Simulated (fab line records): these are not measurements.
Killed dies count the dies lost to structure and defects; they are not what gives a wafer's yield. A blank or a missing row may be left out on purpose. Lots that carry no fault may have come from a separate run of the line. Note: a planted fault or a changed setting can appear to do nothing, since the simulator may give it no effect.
Which of the tools did it?	flow n5 finfet	36 wafers from 12 lots sampled at 3 of the route's 1938 steps

## WHAT THE GAUGES READ, wafer by wafer
N5_BEOL_M5_INSPECT_58: inspects for defects (darkfield).
lot	measured	on	raw defect count
L075	day 9 00:40	defect inspect-01	65 83 51
L078	day 10 01:48	defect inspect-01	70 51 60
L079	day 10 12:26	defect inspect-02	65 105 103
L077	day 10 14:31	defect inspect-02	130 81 91
L083	day 10 22:16	defect inspect-01	81 124 98
L085	day 11 16:24	defect inspect-01	65 37 43
L087	day 12 03:17	defect inspect-01	95 44 69
L091	day 12 18:58	defect inspect-01	79 66 67
L090	day 13 05:31	defect inspect-02	45 63 46
L092	day 13 15:50	defect inspect-01	58 72 54
L095	day 14 08:56	defect inspect-02	93 80 79
L096	day 14 15:17	defect inspect-02	42 64 63

## WHAT TOOL EACH LOT RAN ON (gives the tool, then ch and the chambers of the sampled wafers, and finally the start)
lot	N5_BEOL_M5_SURFACE_TREAT_87	N5_BEOL_M5_ANNEAL_89
L075	pvd sputter-01, day 8 18:49	pvd sputter-01, day 8 22:34
L078	pvd sputter-02, day 9 20:03	pvd sputter-02, day 9 23:41
L079	pvd sputter-01, day 10 06:42	pvd sputter-03, day 10 10:20
L077	pvd sputter-02, day 10 08:37	pvd sputter-01, day 10 12:19
L083	pvd sputter-02, day 10 16:22	pvd sputter-02, day 10 20:10
L085	pvd sputter-03, day 11 10:39	pvd sputter-03, day 11 14:17
L087	pvd sputter-01, day 11 21:25	pvd sputter-01, day 12 01:12
L091	pvd sputter-02, day 12 13:14	pvd sputter-03, day 12 16:48
L090	pvd sputter-01, day 12 23:34	pvd sputter-01, day 13 03:25
L092	pvd sputter-01, day 13 10:11	pvd sputter-03, day 13 13:45
L095	pvd sputter-03, day 14 03:07	pvd sputter-03, day 14 06:49
L096	pvd sputter-01, day 14 09:22	pvd sputter-01, day 14 13:02
- N5_BEOL_M5_SURFACE_TREAT_87
- N5_BEOL_M5_ANNEAL_89: time 1800 s.

## THE ANSWER, worked out from the rows above alone
Rule: usual is defined by the lots themselves. The widest of any qualifying gaps counts: lots, ordered by their means at a reading, are off when they make up no more than a third of the lots, leave a main group of 4 or more, and stand apart from it by 3 or more times the standard deviation of that group's means. A main group whose means are all the same, to the digits that the tables above print for the reading, isn't used. Also off: a lot with no number at a reading for which 4 or more lots have one. Where the step has rows for the other lots, those lots are counted as sound.
None of the lots is off at any reading shown; this tells nothing.

## WHAT WAS PUT IN BY THE SIMULATOR
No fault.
